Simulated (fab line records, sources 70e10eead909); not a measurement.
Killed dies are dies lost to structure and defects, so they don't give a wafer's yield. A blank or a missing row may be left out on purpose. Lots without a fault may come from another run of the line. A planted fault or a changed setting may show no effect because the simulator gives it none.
Which tool did it? | flow nand_harc | 6 lots, 18 wafers sampled, at 5 steps of a route of 1302

WHAT THE GAUGES READ, wafer by wafer
NHARC_END_SORT_01.
lot  | measured     | on        | defect_limited_yield (%)
L441 | day 28 07:02 | prober-01 | 0 0 0
L445 | day 31 03:28 | prober-01 | 94.1 95.0 93.6
L450 | day 31 14:07 | prober-02 | 90.3 90.8 85.8
L449 | day 32 05:58 | prober-02 | 92.8 91.9 92.0
L452 | day 33 04:34 | prober-02 | 90.7 90.5 90.3
L453 | day 35 07:50 | prober-01 | 91.7 91.9 91.4

WHICH TOOL RAN EACH LOT (tool, then ch and the chambers of the sampled wafers, then the start)
lot  | NHARC_A_M0_DEP_32               | NHARC_A_M1_ETCH_35                 | NHARC_A_M1_ETCH_15                 | NHARC_A_M1_PRE_CLEAN_30
L441 | pecvd-02 ch 0,1, day 26 14:32   | rie_diel-10 ch 0,1,3, day 26 16:01 | rie_diel-10 ch 0,1,3, day 26 16:07 | pvd_sputter-03, day 28 07:02 or earlier
L445 | pecvd-02 ch 0,1,2, day 29 12:06 | rie_diel-03 ch 0,1,3, day 29 13:36 | rie_diel-03 ch 1,2,3, day 29 13:42 | pvd_sputter-01, day 31 03:28 or earlier
L450 | pecvd-02 ch 0,2, day 30 00:10   | rie_diel-10 ch 1,3, day 30 01:42   | rie_diel-10 ch 1,3, day 30 01:48   | pvd_sputter-03, day 31 14:07 or earlier
L449 | pecvd-04 ch 0,1,2, day 30 18:23 | rie_diel-03 ch 1,2, day 30 19:42   | rie_diel-03 ch 0,1,3, day 30 19:47 | pvd_sputter-02, day 32 05:58 or earlier
L452 | pecvd-04 ch 0,1,2, day 31 09:03 | rie_diel-10 ch 0,3, day 31 10:26   | rie_diel-10 ch 1,3, day 31 10:31   | pvd_sputter-01, day 33 04:34 or earlier
L453 | pecvd-03 ch 0,2, day 33 17:59   | rie_diel-03 ch 0,2,3, day 33 19:23 | rie_diel-03 ch 0,2,3, day 33 19:29 | pvd_sputter-01, day 35 07:50 or earlier
- NHARC_A_M0_DEP_32: deposits SiCN, target thk 30 nm.
- NHARC_A_M1_ETCH_35: etches the open film in N2/H2, target depth 40 nm, overetch 12 nm, time 43.94 s.
- NHARC_A_M1_ETCH_15: etches the open film in C4F8/Ar, target depth 182.5 nm, time 91.2 s.
- NHARC_A_M1_PRE_CLEAN_30: time 30 s.

THE ANSWER, worked out from the rows above alone
Rule: what is usual is taken from the lots themselves. Put in order of their means at a reading, lots are off if they are a third of the lots or fewer, leave a main group of 4 or more, and stand apart from it by a gap of 3 or more times the standard deviation of the main group's means; of several such gaps the widest counts. A main group whose means are all the same, to the digits that the tables above print for the reading, isn't used. A lot without any number at a reading at which 4 lots or more have one is off too. The other lots that the step has rows for count as sound.
Off: L441, at NHARC_END_SORT_01 (defect_limited_yield). The main group: mean 91.5 %, standard deviation 1.8.
A tool fits if, at a process step before that reading, it ran every lot that is off, and no sound lot after the first of them. The gauges at NHARC_END_SORT_01 are tried like those tools. NHARC_A_M1_PRE_CLEAN_30 gives no start for some lots, so the hours and the order of its lots are those of NHARC_END_SORT_01. None of those tried fits.

WHAT THE SIMULATOR HAD PUT IN
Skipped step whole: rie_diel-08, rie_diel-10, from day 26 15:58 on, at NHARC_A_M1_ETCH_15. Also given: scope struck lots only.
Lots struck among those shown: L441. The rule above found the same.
